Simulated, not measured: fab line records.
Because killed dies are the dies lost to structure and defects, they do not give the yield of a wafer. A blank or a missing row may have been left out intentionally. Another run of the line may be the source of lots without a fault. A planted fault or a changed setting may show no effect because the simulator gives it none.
fab line records	flow nand_harc
[record] lots = 24	wafers = 72	last_day = 34
route steps=1302 shown P_CONTACT@238 P_M0@278 P_M1@305
lots with no fault: from the same line, run without faults
start_h: hours from the record's opening day to when the first of the lot's shown wafers began	wait_h: hours from the lot's prior step to this one	" unchanged from the row above	L1.1+2: a single row standing in for several wafers	- value missing, or start not given	* or withheld: withheld	< > ~ a bound
route shown NAME@n: NAME is a module with steps in the file, n the number in the route of the first one	usual: average and standard deviation across the fault-free wafers	same: alike in all rows	chamber/n: place in a boat	sites: the reading at each site	_std_site: how widely they spread, as a standard deviation	_edge_site: the outer-site mean with the inner-site mean subtracted	radius_mm: how far each site lies from the wafer's centre	mask NAME#n: copy n	behind: the tool/chamber that last shaped the wafer	hold: what put the lot on hold/how long, in hours/how the hold closed	device: the transistor (n, p or np) that didn't switch	end of line: tests of these same wafers at the route's end	a step without rows: its recipe alone	killed: the dies lost at the first sort to structure and to defects; this is not the yield of the wafer	map: shows each die of a wafer: x if killed, . if not, _ if none is there
set.NAME: the setting as run; set.NAME@STEP: as run at that earlier step	model.NAME: the simulator's own value behind a step, which no gauge read
a sample of lots followed through the steps of the route, with each step as a table and each wafer as a row
services: when a tool's chamber went out of use (start_h, in hours from the record's first day, below 0 if earlier), for how many hours, and the reason
[[steps]]
[step NHARC_P_CONTACT_ETCH_18]
[recipe] target_depth_a = 4810	time_s = 240.5	c4f8_flow_sccm = 20	o2_flow_sccm = 10	ar_flow_sccm = withheld	rf_w = 600	bias_w = 1500	chemistry = C4F8/O2/Ar
[usual] oes_product_au = 0.959/0.018	rf_vpp_V = 977/5.2
lot.wafer	tool	chamber	start_h	wait_h	oes_product_au	rf_hours_counter_h	rf_vpp_V
L074.3	rie_diel-10	0	-	-	0.928	1.6	980
L074.2	"	2	"	"	0.918	1.5	971
L074.6	"	3	"	"	0.925	-	985
L076.4	rie_diel-05	3	-	-	0.945	2.2	981
L076.2	"	0	"	"	0.958	1.9	971
L076.3	"	1	"	"	0.955	1.8	984
L075.3	rie_diel-08	1	-	-	0.962	3.9	970
L075.5	"	2	"	"	0.964	-	977
L075.6	"	3	"	"	0.972	-	976
L077.4	rie_diel-05	0	-	-	0.985	2.2	970
L077.6	"	1	"	"	0.965	-	983
L077.5	"	2	"	"	0.961	-	984
L078.1	rie_diel-10	1	-	-	0.961	4.0	981
L078.3	"	2	"	"	0.960	3.8	972
L078.2	"	0	"	"	0.963	4.2	979
L079.4	rie_diel-08	3	-	-	0.963	4.1	977
L079.3	"	0	"	"	0.962	3.9	976
L079.1	"	1	"	"	0.980	4.6	967
L080.2	rie_diel-10	0	-	-	0.938	5.2	979
L080.4	"	2	"	"	0.930	-	971
L080.6	"	0	"	"	0.931	-	980
L081.2	rie_diel-08	0	-	-	0.974	4.6	976
L081.3	"	2	"	"	0.965	5.6	976
L081.5	"	3	"	"	0.959	-	975
L082.1	rie_diel-10	2	-	-	0.921	6.5	972
L082.2	"	3	"	"	0.917	2.8	985
L082.5	"	3	"	"	0.923	-	985
L083.4	rie_diel-08	2	-	-	0.976	0.3	978
L083.2	"	3	"	"	0.973	0.2	974
L083.5	"	0	"	"	0.966	-	974
L084.4	rie_diel-05	3	-	-	0.976	4.5	982
L084.2	"	0	"	"	0.961	3.8	969
L084.6	"	3	"	"	0.968	-	982
L085.4	rie_diel-05	1	-	-	0.956	4.2	984
L085.2	"	3	"	"	0.981	4.9	982
L085.3	"	0	"	"	0.969	4.2	970
L086.3	rie_diel-08	1	-	-	0.966	1.3	969
L086.4	"	3	"	"	0.979	1.2	976
L086.6	"	1	"	"	0.953	-	969
L087.3	rie_diel-08	1	-	-	0.980	1.7	969
L087.4	"	0	"	"	0.976	1.6	975
L087.6	"	1	"	"	0.976	-	969
L088.4	rie_diel-08	2	-	-	0.963	2.2	978
L088.3	"	0	"	"	0.976	2.1	975
L088.6	"	2	"	"	0.952	-	979
L089.2	rie_diel-05	3	-	-	0.940	0.7	981
L089.1	"	2	"	"	0.943	0.7	985
L089.6	"	0	"	"	0.951	-	971
L090.3	rie_diel-10	1	-	-	0.918	1.9	981
L090.2	"	3	"	"	0.931	1.4	987
L090.5	"	0	"	"	0.937	-	980
L091.3	rie_diel-08	3	-	-	0.973	2.7	977
L091.4	"	2	"	"	0.965	2.9	978
L091.6	"	3	"	"	0.960	-	975
L092.4	rie_diel-08	0	-	-	0.966	3.5	975
L092.6	"	0	"	"	0.969	-	974
L092.5	"	1	"	"	0.956	-	970
L093.4	rie_diel-10	1	-	-	0.970	3.9	982
L093.6	"	1	"	"	0.965	-	983
L093.5	"	2	"	"	0.959	-	971
L094.1	rie_diel-08	0	-	-	0.971	3.8	976
L094.2	"	1	"	"	0.963	4.1	969
L094.4	"	2	"	"	0.987	4.2	977
L095.2	rie_diel-08	1	-	-	0.986	4.7	969
L095.6	"	3	"	"	0.952	-	976
L095.5	"	0	"	"	0.981	-	976
L096.3	rie_diel-10	0	-	-	0.979	5.0	980
L096.2	"	1	"	"	0.973	4.9	980
L096.5	"	0	"	"	0.969	-	979
L097.1	rie_diel-10	2	-	-	0.977	5.2	972
L097.2	"	3	"	"	0.968	4.7	987
L097.5	"	0	"	"	0.966	-	980
[step NHARC_P_CONTACT_CMP_24]
[recipe] t_overpolish_s = 30	target_thk_nm = 200
[usual] motor_current_A = 11.8/1.7	overpolish_run_s = 29.999/0.0091	slurry_flow_ml_min = 150.0/0.46	time_to_endpoint_s = 40.7/1.9
lot.wafer	tool	chamber	start_h	wait_h	motor_current_A	overpolish_run_s	slurry_flow_ml_min	time_to_endpoint_s
L074.2	cmp-01	0	128.06	0.5	11.2	29.998	149.8	40.0
L074.3	"	3	"	"	12.9	29.992	150.8	39.4
L074.6	"	1	"	"	9.8	30.009	150.6	35.8
L076.3	cmp-03	3	143.22	0.4	13.8	30.018	149.9	42.6
L076.4	"	0	"	"	13.4	30.003	149.6	42.3
L076.2	"	1	"	"	11.8	29.993	150.8	40.3
L075.3	cmp-01	2	143.86	0.4	9.3	29.995	149.2	41.8
L075.6	"	1	"	"	10.1	29.984	150.8	43.0
L075.5	"	2	"	"	8.9	29.988	150.0	42.2
L077.4	cmp-03	3	149.78	0.3	13.6	30.013	150.0	40.1
L077.5	"	2	"	"	13.0	29.990	149.8	40.6
L077.6	"	3	"	"	13.2	29.996	149.5	41.4
L078.2	cmp-03	0	162.47	0.5	13.1	29.987	150.5	40.0
L078.1	"	1	"	"	10.9	29.983	150.0	39.1
L078.3	"	2	"	"	13.7	29.988	150.4	40.1
L079.3	cmp-01	2	169.83	0.3	8.4	30.002	149.9	41.3
L079.4	"	3	"	"	12.2	30.007	149.9	39.2
L079.1	"	0	"	"	11.2	29.988	150.5	38.9
L080.4	cmp-04	0	177.54	0.4	13.0	30.003	149.9	43.4
L080.2	"	3	"	"	12.6	29.984	150.0	45.1
L080.6	"	1	"	"	12.7	29.992	149.9	40.0
L081.2	cmp-03	3	188.85	0.5	13.5	29.994	148.9	39.6
L081.3	"	1	"	"	10.9	30.002	150.6	38.4
L081.5	"	2	"	"	13.6	30.004	149.8	39.2
L082.2	cmp-01	2	201.53	0.5	7.8	30.007	150.4	40.0
L082.1	"	0	"	"	11.6	29.996	150.2	37.7
L082.5	"	3	"	"	12.9	30.003	150.9	40.6
L083.2	cmp-04	0	208.64	0.6	13.1	29.993	150.7	43.7
L083.4	"	2	"	"	10.8	29.986	150.4	42.3
L083.5	"	3	"	"	13.2	30.003	149.9	44.5
L084.2	cmp-03	1	222.77	0.5	11.6	30.011	150.2	38.8
L084.4	"	0	"	"	13.1	29.998	149.6	39.4
L084.6	"	2	"	"	14.2	30.012	150.0	41.7
L085.4	cmp-01	1	226.79	0.4	9.9	30.007	149.5	40.4
L085.3	"	2	"	"	8.5	30.000	150.2	39.3
L085.2	"	3	"	"	12.3	30.006	149.4	35.9
L086.4	cmp-04	2	240.12	0.3	11.7	29.994	150.2	41.2
L086.3	"	3	"	"	12.8	29.998	150.7	45.2
L086.6	"	1	"	"	11.9	29.999	150.4	40.6
L087.3	cmp-03	0	248.78	0.7	13.2	29.996	149.6	38.4
L087.4	"	1	"	"	10.5	29.998	149.7	36.4
L087.6	"	2	"	"	13.4	29.997	150.0	38.3
L088.3	cmp-01	2	266.90	0.7	8.9	30.013	150.1	40.9
L088.4	"	0	"	"	11.4	30.008	150.6	39.0
L088.6	"	2	"	"	8.7	29.993	150.6	39.5
L089.1	cmp-03	3	267.34	0.5	13.4	29.991	150.5	41.5
L089.2	"	2	"	"	13.4	29.998	149.7	43.5
L089.6	"	3	"	"	12.7	29.999	150.1	42.4
L090.3	cmp-03	0	281.61	0.3	13.4	29.992	150.1	42.6
L090.2	"	2	"	"	13.6	30.001	150.5	42.6
L090.5	"	0	"	"	13.0	30.006	149.8	42.1
L091.3	cmp-01	3	282.72	0.4	13.2	30.007	149.8	38.8
L091.4	"	0	"	"	11.3	30.005	150.0	41.5
L091.6	"	2	"	"	8.7	29.999	149.3	41.4
L092.4	cmp-01	2	315.51	0.4	8.6	30.011	150.4	41.3
L092.6	"	1	"	"	9.9	30.010	149.7	42.5
L092.5	"	2	"	"	9.1	29.997	150.4	41.0
L093.4	cmp-03	0	315.96	0.5	12.4	29.998	150.7	41.9
L093.5	"	1	"	"	10.8	30.006	150.1	41.3
L093.6	"	2	"	"	13.7	29.983	150.4	42.8
L094.1	cmp-04	0	321.94	0.5	13.0	29.985	150.0	38.0
L094.4	"	2	"	"	11.3	30.003	150.0	39.5
L094.2	"	3	"	"	12.8	29.993	149.9	42.0
L095.2	cmp-01	0	334.43	0.5	11.1	30.006	150.6	40.2
L095.6	"	3	"	"	12.7	29.995	149.8	39.5
L095.5	"	0	"	"	11.4	30.012	149.8	41.1
L096.3	cmp-01	0	343.90	0.4	11.5	30.006	149.9	40.3
L096.2	"	1	"	"	10.3	29.995	149.9	38.5
L096.5	"	0	"	"	10.9	29.986	149.9	39.4
L097.2	cmp-01	3	352.04	0.9	12.9	30.003	150.8	39.5
L097.1	"	0	"	"	10.8	29.995	151.0	40.4
L097.5	"	1	"	"	9.8	30.007	150.2	40.8
[step NHARC_P_M0_CMP_23]
[recipe] t_overpolish_s = 20	target_thk_nm = 117.54
[usual] motor_current_A = 12.0/1.6	slurry_flow_ml_min = 150.0/0.42	time_to_endpoint_s = 28.7/1.7
lot.wafer	tool	chamber	start_h	wait_h	motor_current_A	slurry_flow_ml_min	time_to_endpoint_s
L074.2	cmp-03	3	131.55	-	13.9	149.4	27.9
L074.3	"	0	"	"	13.3	151.0	29.1
L074.6	"	3	"	"	14.0	150.3	27.5
L076.4	cmp-02	3	146.96	-	10.7	149.0	27.7
L076.3	"	0	"	"	12.1	150.3	29.3
L076.2	"	2	"	"	14.3	150.5	30.6
L075.3	cmp-03	1	147.72	-	11.6	150.2	29.9
L075.5	"	1	"	"	11.1	149.9	29.4
L075.6	"	2	"	"	13.5	150.0	32.6
L077.4	cmp-01	3	153.35	-	12.6	149.9	27.3
L077.5	"	1	"	"	9.3	150.5	29.1
L077.6	"	2	"	"	8.7	149.7	32.6
L078.3	cmp-02	1	166.07	-	11.0	150.6	29.2
L078.1	"	2	"	"	14.7	149.9	29.2
L078.2	"	3	"	"	10.9	149.9	27.6
L079.4	cmp-03	1	173.39	-	10.9	150.4	27.4
L079.1	"	2	"	"	13.0	150.0	25.8
L079.3	"	0	"	"	12.4	150.4	26.3
L080.4	cmp-01	3	181.05	-	12.3	149.4	27.5
L080.2	"	1	"	"	9.5	149.4	29.7
L080.6	"	3	"	"	12.2	150.1	28.0
L081.3	cmp-02	0	192.66	-	12.4	149.8	26.1
L081.2	"	1	"	"	10.9	149.7	27.7
L081.5	"	0	"	"	12.7	149.9	27.7
L082.2	cmp-03	2	205.18	-	13.2	149.6	30.2
L082.1	"	3	"	"	14.4	149.7	30.1
L082.5	"	2	"	"	13.2	149.4	29.7
L083.4	cmp-03	0	212.12	-	13.1	149.8	29.8
L083.2	"	2	"	"	13.7	150.4	30.5
L083.5	"	1	"	"	11.4	150.1	29.0
L084.4	cmp-02	0	226.31	-	11.9	149.7	29.6
L084.2	"	3	"	"	10.3	149.4	32.1
L084.6	"	0	"	"	12.3	149.2	27.5
L085.3	cmp-03	2	230.25	-	13.2	150.3	30.9
L085.4	"	3	"	"	13.5	150.3	30.5
L085.2	"	1	"	"	11.0	148.9	27.8
L086.4	cmp-02	3	243.88	-	10.8	150.3	27.5
L086.3	"	2	"	"	13.5	149.9	30.1
L086.6	"	3	"	"	10.9	150.0	27.5
L087.4	cmp-01	3	252.41	-	13.1	149.7	27.6
L087.3	"	0	"	"	11.6	150.3	30.6
L087.6	"	3	"	"	12.7	150.0	27.3
L088.3	cmp-03	0	270.39	-	13.3	150.3	26.6
L088.4	"	1	"	"	10.9	149.8	27.2
L088.6	"	3	"	"	13.6	150.3	27.0
L089.2	cmp-02	1	270.86	-	11.5	150.1	28.8
L089.1	"	2	"	"	13.4	149.7	26.1
L089.6	"	1	"	"	11.7	150.4	29.3
L090.2	cmp-02	0	285.30	-	12.9	150.1	27.3
L090.3	"	1	"	"	11.3	150.1	27.5
L090.5	"	2	"	"	13.7	149.3	27.3
L091.4	cmp-03	1	286.24	-	10.6	150.4	27.7
L091.3	"	2	"	"	13.4	149.5	27.9
L091.6	"	1	"	"	11.1	150.0	27.6
L092.4	cmp-03	1	319.06	-	11.2	150.0	27.9
L092.5	"	2	"	"	14.3	150.0	28.1
L092.6	"	3	"	"	13.4	149.6	28.8
L093.4	cmp-02	0	319.42	-	11.8	149.3	28.8
L093.5	"	3	"	"	10.5	150.0	27.9
L093.6	"	0	"	"	12.7	149.2	27.4
L094.2	cmp-01	2	325.42	-	8.7	149.5	29.3
L094.1	"	3	"	"	13.5	150.4	29.1
L094.4	"	1	"	"	10.0	150.0	29.2
L095.2	cmp-01	2	337.81	-	9.2	149.3	30.3
L095.5	"	1	"	"	9.7	150.4	30.8
L095.6	"	2	"	"	8.7	149.7	30.9
L096.3	cmp-03	3	347.47	-	13.5	150.1	30.6
L096.2	"	1	"	"	10.8	150.5	28.7
L096.5	"	3	"	"	13.4	150.2	28.4
L097.1	cmp-01	0	355.48	-	11.5	149.7	30.7
L097.2	"	2	"	"	8.4	149.7	32.9
L097.5	"	0	"	"	11.8	150.1	31.9
[step NHARC_P_M0_THK_MEAS_24]
[recipe] thk_meas_gauge = xrf
[usual] thk_nm = 117.3/1.3
lot.wafer	tool	chamber	start_h	wait_h	thk_nm
L074.2	film_metro-02	-	131.87	-	116.3
L074.3	"	-	"	"	116.6
L074.6	"	-	"	"	119.4
L076.2	film_metro-01	-	147.28	-	118.1
L076.3	"	-	"	"	116.7
L076.4	"	-	"	"	115.4
L075.3	film_metro-02	-	148.04	-	118.4
L075.5	"	-	"	"	117.8
L075.6	"	-	"	"	118.5
L077.4	film_metro-01	-	153.61	-	117.4
L077.5	"	-	"	"	117.3
L077.6	"	-	"	"	117.0
L078.1	film_metro-01	-	166.38	-	117.5
L078.2	"	-	"	"	115.9
L078.3	"	-	"	"	118.7
L079.1	film_metro-01	-	173.70	-	117.8
L079.3	"	-	"	"	119.8
L079.4	"	-	"	"	117.9
L080.2	film_metro-01	-	181.36	-	118.2
L080.4	"	-	"	"	118.3
L080.6	"	-	"	"	117.7
L081.2	film_metro-02	-	192.95	-	118.7
L081.3	"	-	"	"	118.0
L081.5	"	-	"	"	116.0
L082.1	film_metro-02	-	205.50	-	116.4
L082.2	"	-	"	"	117.0
L082.5	"	-	"	"	117.1
L083.2	film_metro-01	-	212.43	-	117.6
L083.4	"	-	"	"	117.5
L083.5	"	-	"	"	117.1
L084.2	film_metro-02	-	226.62	-	117.8
L084.4	"	-	"	"	115.0
L084.6	"	-	"	"	115.1
L085.2	film_metro-02	-	230.57	-	119.3
L085.3	"	-	"	"	116.1
L085.4	"	-	"	"	118.3
L086.3	film_metro-02	-	244.19	-	117.9
L086.4	"	-	"	"	117.4
L086.6	"	-	"	"	117.0
L087.3	film_metro-02	-	252.69	-	115.2
L087.4	"	-	"	"	116.4
L087.6	"	-	"	"	115.9
L088.3	film_metro-02	-	270.67	-	119.2
L088.4	"	-	"	"	116.8
L088.6	"	-	"	"	118.0
L089.1	film_metro-01	-	271.15	-	115.9
L089.2	"	-	"	"	116.9
L089.6	"	-	"	"	118.3
L090.2	film_metro-01	-	285.56	-	115.8
L090.3	"	-	"	"	115.9
L090.5	"	-	"	"	113.9
L091.3	film_metro-02	-	286.53	-	117.8
L091.4	"	-	"	"	118.5
L091.6	"	-	"	"	116.5
L092.4	film_metro-01	-	319.29	-	117.4
L092.5	"	-	"	"	117.2
L092.6	"	-	"	"	118.9
L093.4	film_metro-02	-	319.71	-	118.2
L093.5	"	-	"	"	116.9
L093.6	"	-	"	"	117.0
L094.1	film_metro-02	-	325.74	-	116.1
L094.2	"	-	"	"	117.1
L094.4	"	-	"	"	114.6
L095.2	film_metro-01	-	338.10	-	117.7
L095.5	"	-	"	"	119.8
L095.6	"	-	"	"	117.5
L096.2	film_metro-02	-	347.79	-	116.7
L096.3	"	-	"	"	119.9
L096.5	"	-	"	"	117.0
L097.1	film_metro-02	-	355.79	-	118.1
L097.2	"	-	"	"	117.4
L097.5	"	-	"	"	116.2
[step NHARC_P_M0_INSPECT_27]
[usual] raw_defect_count = 287/99
lot.wafer	tool	chamber	start_h	wait_h	raw_defect_count
L074.2	defect_inspect-01	-	132.02	0.0	260
L074.3	"	-	"	"	245
L074.6	"	-	"	"	160
L076.2	defect_inspect-01	-	147.43	0.0	178
L076.3	"	-	"	"	261
L076.4	"	-	"	"	308
L075.3	defect_inspect-01	-	148.19	0.0	230
L075.5	"	-	"	"	221
L075.6	"	-	"	"	273
L077.4	defect_inspect-01	-	153.77	0.0	243
L077.5	"	-	"	"	297
L077.6	"	-	"	"	405
L078.1	defect_inspect-01	-	166.54	0.0	199
L078.2	"	-	"	"	207
L078.3	"	-	"	"	331
L079.1	defect_inspect-01	-	173.86	0.0	210
L079.3	"	-	"	"	197
L079.4	"	-	"	"	161
L080.2	defect_inspect-02	-	181.52	0.0	425
L080.4	"	-	"	"	249
L080.6	"	-	"	"	343
L081.2	defect_inspect-01	-	193.11	0.0	126
L081.3	"	-	"	"	159
L081.5	"	-	"	"	122
L082.1	defect_inspect-01	-	205.66	0.0	397
L082.2	"	-	"	"	139
L082.5	"	-	"	"	318
L083.2	defect_inspect-01	-	212.59	0.0	263
L083.4	"	-	"	"	204
L083.5	"	-	"	"	235
L084.2	defect_inspect-02	-	226.78	0.0	204
L084.4	"	-	"	"	175
L084.6	"	-	"	"	224
L085.2	defect_inspect-01	-	230.73	0.0	320
L085.3	"	-	"	"	393
L085.4	"	-	"	"	337
L086.3	defect_inspect-02	-	244.35	0.0	348
L086.4	"	-	"	"	266
L086.6	"	-	"	"	207
L087.3	defect_inspect-02	-	252.85	0.0	137
L087.4	"	-	"	"	221
L087.6	"	-	"	"	390
L088.3	defect_inspect-01	-	270.83	0.0	294
L088.4	"	-	"	"	198
L088.6	"	-	"	"	270
L089.1	defect_inspect-01	-	271.30	0.0	237
L089.2	"	-	"	"	388
L089.6	"	-	"	"	337
L090.2	defect_inspect-01	-	285.72	0.0	413
L090.3	"	-	"	"	316
L090.5	"	-	"	"	261
L091.3	defect_inspect-01	-	286.69	0.0	464
L091.4	"	-	"	"	375
L091.6	"	-	"	"	427
L092.4	defect_inspect-02	-	319.45	0.0	375
L092.5	"	-	"	"	243
L092.6	"	-	"	"	436
L093.4	defect_inspect-01	-	319.86	0.0	260
L093.5	"	-	"	"	228
L093.6	"	-	"	"	395
L094.1	defect_inspect-02	-	325.90	0.0	324
L094.2	"	-	"	"	239
L094.4	"	-	"	"	434
L095.2	defect_inspect-02	-	338.26	0.0	207
L095.5	"	-	"	"	414
L095.6	"	-	"	"	231
L096.2	defect_inspect-02	-	347.94	0.0	194
L096.3	"	-	"	"	165
L096.5	"	-	"	"	318
L097.1	defect_inspect-01	-	355.95	0.0	267
L097.2	"	-	"	"	365
L097.5	"	-	"	"	277
[step NHARC_P_M1_DEGAS_29]
[recipe] temp_c = 250	time_s = 60
[usual] heater_power_w = 316/16
lot.wafer	tool	chamber	start_h	wait_h	heater_power_w
L074.3	pvd_sputter-01	-	134.62	-	300
L074.2	"	-	"	"	300
L074.6	"	-	"	"	305
L076.2	pvd_sputter-03	-	150.14	-	294
L076.3	"	-	"	"	322
L076.4	"	-	"	"	343
L075.3	pvd_sputter-01	-	150.92	-	319
L075.6	"	-	"	"	316
L075.5	"	-	"	"	282
L077.4	pvd_sputter-02	-	156.26	-	313
L077.6	"	-	"	"	327
L077.5	"	-	"	"	309
L078.3	pvd_sputter-01	-	169.02	-	306
L078.1	"	-	"	"	298
L078.2	"	-	"	"	293
L079.4	pvd_sputter-01	-	176.33	-	312
L079.3	"	-	"	"	295
L079.1	"	-	"	"	293
L080.4	pvd_sputter-02	-	184.05	-	325
L080.2	"	-	"	"	324
L080.6	"	-	"	"	343
L081.2	pvd_sputter-02	-	195.58	-	335
L081.3	"	-	"	"	342
L081.5	"	-	"	"	324
L082.1	pvd_sputter-01	-	208.12	-	282
L082.2	"	-	"	"	309
L082.5	"	-	"	"	314
L083.4	pvd_sputter-02	-	215.20	-	332
L083.2	"	-	"	"	314
L083.5	"	-	"	"	329
L084.4	pvd_sputter-03	-	229.46	-	311
L084.2	"	-	"	"	341
L084.6	"	-	"	"	316
L085.2	pvd_sputter-02	-	233.39	-	333
L085.3	"	-	"	"	325
L085.4	"	-	"	"	336
L086.4	pvd_sputter-02	-	246.95	-	326
L086.3	"	-	"	"	317
L086.6	"	-	"	"	329
L087.3	pvd_sputter-01	-	255.32	-	303
L087.4	"	-	"	"	297
L087.6	"	-	"	"	301
L088.4	pvd_sputter-03	-	273.44	-	298
L088.3	"	-	"	"	341
L088.6	"	-	"	"	304
L089.1	pvd_sputter-01	-	273.96	-	335
L089.2	"	-	"	"	295
L089.6	"	-	"	"	312
L090.2	pvd_sputter-03	-	288.21	-	304
L090.3	"	-	"	"	336
L090.5	"	-	"	"	288
L091.3	pvd_sputter-01	-	289.17	-	291
L091.4	"	-	"	"	312
L091.6	"	-	"	"	330
L092.4	pvd_sputter-03	-	322.10	-	293
L092.5	"	-	"	"	335
L092.6	"	-	"	"	344
L093.4	pvd_sputter-01	-	322.60	-	320
L093.6	"	-	"	"	300
L093.5	"	-	"	"	334
L094.2	pvd_sputter-03	-	328.37	-	309
L094.4	"	-	"	"	339
L094.1	"	-	"	"	299
L095.2	pvd_sputter-03	-	340.87	-	330
L095.5	"	-	"	"	339
L095.6	"	-	"	"	303
L096.3	pvd_sputter-02	-	350.43	-	340
L096.2	"	-	"	"	326
L096.5	"	-	"	"	309
L097.2	pvd_sputter-01	-	358.49	-	315
L097.1	"	-	"	"	303
L097.5	"	-	"	"	293
[[services]]
tool	chamber	start_h	hours	kind
cmp-03	-	106.41	1.0	repair
cmp-02	-	134.94	4.0	pm
cmp-03	-	137.96	3.1	repair
pvd_sputter-01	-	142.74	2.1	repair
cmp-01	-	148.33	1.7	repair
cmp-02	-	149.90	2.8	repair
rie_diel-10	3	157.79	23.3	repair
cmp-03	-	163.46	4.0	pm
rie_diel-10	-	164.56	0.1	repair
cmp-01	-	185.77	4.0	pm
rie_diel-08	-	190.80	9.0	pm
cmp-02	-	212.29	1.2	repair
cmp-03	-	215.03	4.4	repair
pvd_sputter-01	-	227.30	10.0	pm
cmp-01	-	231.52	2.9	repair
cmp-02	-	232.94	4.0	pm
pvd_sputter-01	-	251.77	2.6	repair
cmp-03	-	261.46	4.0	pm
cmp-03	-	274.00	4.6	repair
cmp-01	-	283.77	4.0	pm
rie_diel-08	3	297.18	6.9	repair
rie_diel-08	2	333.24	2.9	repair
cmp-03	-	333.92	0.6	repair
cmp-03	-	349.65	2.6	repair
[[key]]
fault none
